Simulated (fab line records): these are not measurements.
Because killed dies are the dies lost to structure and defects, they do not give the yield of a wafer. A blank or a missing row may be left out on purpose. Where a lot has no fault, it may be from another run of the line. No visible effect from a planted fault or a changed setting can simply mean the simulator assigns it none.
Lot-split experiment | flow n5Finfet | 21 wafers read from 7 lots, route of 1938 steps

THE SPLIT
At N5_DUMMY_GATE_EXPOSE_12 (exposes mask GATE, target cd 25 nm), the setting doseMj was moved away from the recipe's 34 on 8 of the 21 wafers read, by -6.7% to +5.6%. This setting was run at the recipe's value on the other wafers.

FROM THE SPLIT TO THE READING: what the file shows between them, 13 steps
- N5_DUMMY_GATE_PEB_13: peb time 60 s
- N5_DUMMY_GATE_DEVELOP_14: develop time 30 s
- N5_DUMMY_GATE_CD_MEAS_15: target cd 25.8 nm
- N5_DUMMY_GATE_STRIP_38: strips in N2/H2
- N5_DUMMY_GATE_STRIP_39: strips in N2/H2
- N5_DUMMY_GATE_TRIM_49: chemistry O2, time 29 s, target cd 14 nm
- N5_DUMMY_GATE_STRIP_40: strips in CF4
- N5_DUMMY_GATE_CD_MEAS_50: target cd 14 nm
- N5_DUMMY_GATE_ETCH_31: etches SiO2 in C4F6/O2, target depth 82.5 nm, time 27.5 s
- N5_DUMMY_GATE_STRIP_41: strips in O2
- N5_DUMMY_GATE_ETCH_32: etches SiO2 in CF4, target depth 3.5 nm, time 3.9 s
- N5_DUMMY_GATE_ETCH_23: etches poly-Si in HBr/Cl2/O2, target depth 41 nm, time 22.3 s
- N5_DUMMY_GATE_ETCH_44: etches poly-Si in HBr/O2, stops on SiO2, target depth 127.5 nm

THE READING
cdNm at N5_DUMMY_GATE_CD_MEAS_24, given in nm (cd target 15 nm). Typical for fault-free wafers on this fab line: 15.0 nm, with standard deviation 0.43 nm.

wafer  | tool, chamber at the split | doseMj as run | against the recipe | cdNm, nm | against lot-mates on the recipe
L074.1 | euvScanner-02, 0           | 34            | recipe             | 14.8     | -
L074.4 | euvScanner-02, 0           | 34            | recipe             | 15.0     | -
L074.5 | euvScanner-02, 0           | 34            | recipe             | 14.9     | -
L079.3 | euvScanner-01, 0           | 34            | recipe             | 15.2     | -
L079.4 | euvScanner-01, 0           | 34.94         | +2.8%              | 14.7     | -0.5
L079.5 | euvScanner-01, 0           | 34.94         | +2.8%              | 14.2     | -1.0
L080.1 | euvScanner-01, 0           | 34            | recipe             | 15.0     | -
L080.3 | euvScanner-01, 0           | 34.64         | +1.9%              | 14.5     | -0.4
L080.5 | euvScanner-01, 0           | 34            | recipe             | 14.8     | -
L082.2 | euvScanner-02, 0           | 35.65         | +4.9%              | 13.8     | -0.9
L082.4 | euvScanner-02, 0           | 34            | recipe             | 14.7     | -
L082.6 | euvScanner-02, 0           | 34            | recipe             | 14.8     | -
L083.2 | euvScanner-02, 0           | 34            | recipe             | 14.5     | -
L083.4 | euvScanner-02, 0           | 31.71         | -6.7%              | 16.1     | +1.6
L083.6 | euvScanner-02, 0           | 31.71         | -6.7%              | 15.9     | +1.4
L088.2 | euvScanner-02, 0           | 35.89         | +5.6%              | 12.8     | -3.0
L088.3 | euvScanner-02, 0           | 34            | recipe             | 15.8     | -
L088.4 | euvScanner-02, 0           | 35.89         | +5.6%              | 14.2     | -1.6
L095.2 | euvScanner-02, 0           | 34            | recipe             | 14.9     | -
L095.3 | euvScanner-02, 0           | 34            | recipe             | 15.0     | -
L095.6 | euvScanner-02, 0           | 34            | recipe             | 15.3     | -

THE FIT
A straight line over all 21 wafers: cdNm changes by -0.2 nm for each +1% of doseMj; r = -0.86; the points scatter about the line by 0.38 nm.
The same after taking each lot's own level away (the mean of its wafers on the recipe; 21 wafers): -0.28 nm for each +1%; r = -0.92; scatter 0.38 nm.
The reading moves by 1.9 nm for the largest change in doseMj, on that fit.
Across the lots, their own levels run from 14.50 to 15.80 nm, a range of 3.0 times the standard deviation given above.
In other words, the slope is changed by the lot-to-lot level; the two fits disagree.
Check: +1.9 nm against its lot-mates is what the line predicts for one of the wafers moved furthest among these (-6.7%) when that wafer is left out of the fit. It came out at +1.6 nm against them.

THE WHOLE CHAIN: every reading that the file lists as answering this split, in the file's order
step                     | what it does                                                   | reading                                                          | change (the file's fit)               | r (the file's)
N5_DUMMY_GATE_CD_MEAS_15 | target cd 25.8 nm                                              | cdNm                                                             | -0.147 nm for each +1% of the setting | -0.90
N5_DUMMY_GATE_TRIM_49    | chemistry O2, time 29 s, target cd 14 nm                       | DUMMY_GATE.cdNm (the simulator's own value, which no gauge read) | -0.224 nm for each +1% of the setting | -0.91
N5_DUMMY_GATE_CD_MEAS_50 | target cd 14 nm                                                | cdNm                                                             | -0.255 nm for each +1% of the setting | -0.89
N5_DUMMY_GATE_ETCH_44    | etches poly-Si in HBr/O2, stops on SiO2, target depth 127.5 nm | DUMMY_GATE.cdNm (the simulator's own value, which no gauge read) | -0.24 nm for each +1% of the setting  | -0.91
N5_DUMMY_GATE_CD_MEAS_24 | target cd 15 nm                                                | cdNm                                                             | -0.277 nm for each +1% of the setting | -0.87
N5_DUMMY_GATE_ETCH_42    | etches SiO2 in CHF3/O2, target depth 3.5 nm, time 31 s         | DUMMY_GATE.cdNm (the simulator's own value, which no gauge read) | -0.235 nm for each +1% of the setting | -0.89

THE FILE'S OWN FIT
cdNm changes by -0.277 nm for each +1% of doseMj, r = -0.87.
